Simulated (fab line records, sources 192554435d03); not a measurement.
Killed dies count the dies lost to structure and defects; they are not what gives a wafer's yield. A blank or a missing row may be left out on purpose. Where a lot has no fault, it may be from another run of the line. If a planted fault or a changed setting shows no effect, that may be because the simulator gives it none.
Matching of chambers ; flow n5Finfet ; 4 sister chambers for N5_BEOL_M8_DESCUM_16 on rieDiel-01
The step chemistry O2, time 7.9 s. 14 wafers are shown with their chamber, then 7 later ones without.

## EACH WAFER AND ITS CHAMBER
wafer;chamber;drypumpMotorCurrentA (A);throttleValvePct (%);showerheadPlenumPTorr (Torr)
L075.1;3;6.3;20.27;2.13
L075.3;2;5.2;20.57;2.15
L075.6;1;5.7;20.37;2.20
L074.4;3;6.3;20.28;2.13
L074.5;1;5.7;20.38;2.20
L074.6;0;6.3;20.39;2.17
L076.3;0;6.3;20.39;2.17
L076.4;1;5.7;20.38;2.20
L076.6;0;6.3;20.39;2.17
L081.2;1;5.8;20.40;2.19
L081.3;2;5.2;20.62;2.15
L081.6;0;6.4;20.40;2.17
L087.1;2;5.2;20.61;2.14
L087.3;1;5.6;20.44;2.18

SIGNATURES (averages over the wafers above)
reading;chamber 0;chamber 1;chamber 2;chamber 3;scatter within a chamber
drypumpMotorCurrentA;6.325;5.700;5.200;6.300;0.0524
throttleValvePct;20.3925;20.3940;20.6000;20.2750;0.0216
showerheadPlenumPTorr;2.1700;2.1940;2.1467;2.1300;0.00622
Rule: a wafer's distance from a chamber is the root of the sum, over the readings, of the square of ((its reading less the chamber's mean) divided by the reading's scatter). The wafer belongs to the nearest chamber; if the next one is less than 2 further off, it can't be placed. The scatter is the square root of a quotient: the sum, over the shown wafers, of each reading's squared deviation from its chamber's mean, divided by wafers minus chambers.

## WAFERS WHOSE CHAMBER IS MISSING
wafer;drypumpMotorCurrentA (A);throttleValvePct (%);showerheadPlenumPTorr (Torr)
L087.5;6.4;20.42;2.16
L094.1;5.7;20.44;2.18
L094.2;5.2;20.67;2.13
L094.4;6.4;20.44;2.15
L096.3;6.4;20.48;2.15
L096.4;5.7;20.47;2.17
L096.5;6.4;20.46;2.15

## EACH ONE'S CHAMBER
wafer;from the rows above;in truth
L087.5;0;0
L094.1;1;1
L094.2;2;2
L094.4;0;0
L096.3;0;0
L096.4;1;1
L096.5;0;0
Placed correctly: 7 of 7. Left unplaced by these rows: 0. Number placed wrongly: 0.
